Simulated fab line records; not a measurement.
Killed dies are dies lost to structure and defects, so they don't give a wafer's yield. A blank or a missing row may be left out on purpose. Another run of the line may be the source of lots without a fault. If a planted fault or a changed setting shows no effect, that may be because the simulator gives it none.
A lot that was struck, set against a sound lot	flow nand-harc	15 out of 1302 route steps
Sound: wafers L822.1, L822.4, L822.6. Struck: wafers L826.1, L826.2, L826.6. Last of all comes the cause.
Order at every step that has rows: each side's tool, ch and its chambers, its first start. Under that, the readings that differ: sound wafers	struck wafers	difference of the means	sigmas: that difference in standard deviations of wafers without a fault.
alike: readings whose means differ by less than 2 such deviations, and words and numbers that are the same on both sides. not compared: withheld readings, readings that some wafer has no value for, bounds like >300 that may hide the same value, and numbers for which the record gives no deviation and whose values overlap.
Wherever a step has rows on one side only, a row that says differs or no value, or a row with sigmas, the two part there. When numbers do not overlap yet have no deviation, they are printed without sigmas and do not part them. A reading that every wafer of one side lacks parts them only if that side has two wafers or more.

first, 2 steps without rows for these wafers: NHARC_A_CHANNEL_HOLE_D2_STRIP_42 (strips in CF4/CHF3); NHARC_A_CHANNEL_HOLE_D2_STRIP_43 (strips in O2/COS).
NHARC_A_CHANNEL_HOLE_D2_ETCH_44: etches the open film in CF4/O2, target depth 140 nm, overetch 14 nm, time 77 s.
  sound on rie-diel-04 ch 0,1,2, day 13 11:10; struck on rie-diel-01 ch 0,2,3, day 15 05:01
  alike: drypump-motor-current-A, oes-product-au, rf-vpp-V, showerhead-plenum-p-Torr, throttle-valve-pct
  not compared: rf-hours-counter-h
NHARC_A_CHANNEL_HOLE_D2_STRIP_28: strips in O2.
  sound: rie-diel-04 ch 1,3; struck: rie-diel-01 ch 0,1
  alike: drypump-motor-current-A, oes-product-au, rf-vpp-V, showerhead-plenum-p-Torr, throttle-valve-pct
  not compared: rf-hours-counter-h
then, 2 steps without rows for these wafers: NHARC_A_CHANNEL_HOLE_D2_PRECLEAN_29 (cleans in SC1); NHARC_A_CHANNEL_HOLE_D2_SRD_30.
NHARC_A_CHANNEL_HOLE_D2_CD_MEAS_31:
  sound on cd-sem-02, day 13 11:58; struck on cd-sem-03, day 15 05:47
  alike: cd-nm
NHARC_A_CHANNEL_HOLE_D2_XSEM_32:
  sound on xsem-01 ch 0, day 13 12:03; struck on xsem-01 ch 0, day 15 05:52
reading	sound	struck	difference	sigmas
tilt-deg (degrees)	0.16 0.16 0.16	0.03 0.03 0.03	-0.13	-3
  alike: bot-cd-nm, bow-nm
NHARC_A_CHANNEL_HOLE_D2_INSPECT_40:
  sound on defect-inspect-01, day 13 12:09; struck on defect-inspect-01, day 15 05:58
  alike: raw-defect-count
then, 2 steps without rows for these wafers: NHARC_A_CHANNEL_FILL_D2_PRECLEAN_00 (cleans in SC1); NHARC_A_CHANNEL_FILL_D2_SRD_01.
NHARC_A_CHANNEL_FILL_D2_ALD_02: deposits SiO2, target thk 6 nm, pulse time 10 s, ald cycles 60.
  sound on ald-hk-03 ch 0,1,2, day 13 12:25; struck on ald-hk-03 ch 2,3, day 15 09:07
  alike: heater-power-w, precursor-pulse-height-rel, susceptor-temp-C
NHARC_A_CHANNEL_FILL_D2_ALD_03: deposits SiNx, target thk 6 nm, pulse time 60 s, ald cycles 58.
  sound on ald-sin-batch-01 ch 0, day 13 15:46; struck on ald-sin-batch-02 ch 0, day 15 12:29
reading	sound	struck	difference	sigmas
susceptor-temp-C (C)	- - -	646.2 645.9 645.8	no value on the sound wafers	
  alike: precursor-pulse-height-rel
NHARC_A_CHANNEL_FILL_D2_ALD_14: deposits SiO2, target thk 2.5 nm, pulse time 10 s, ald cycles 25.
  sound on ald-hk-03 ch 0,2, day 13 19:21; struck on ald-hk-04 ch 0,2, day 15 16:06
  alike: heater-power-w, precursor-pulse-height-rel, susceptor-temp-C
NHARC_END_SORT_01:
  the record has rows for the sound wafers here (prober-02 ch 0, day 24 03:50) and none for the struck ones

WHERE THEY PART
Last at NHARC_END_SORT_01 as far as this record goes, first at NHARC_A_CHANNEL_HOLE_D2_XSEM_32.

WHY: what the simulator had put in
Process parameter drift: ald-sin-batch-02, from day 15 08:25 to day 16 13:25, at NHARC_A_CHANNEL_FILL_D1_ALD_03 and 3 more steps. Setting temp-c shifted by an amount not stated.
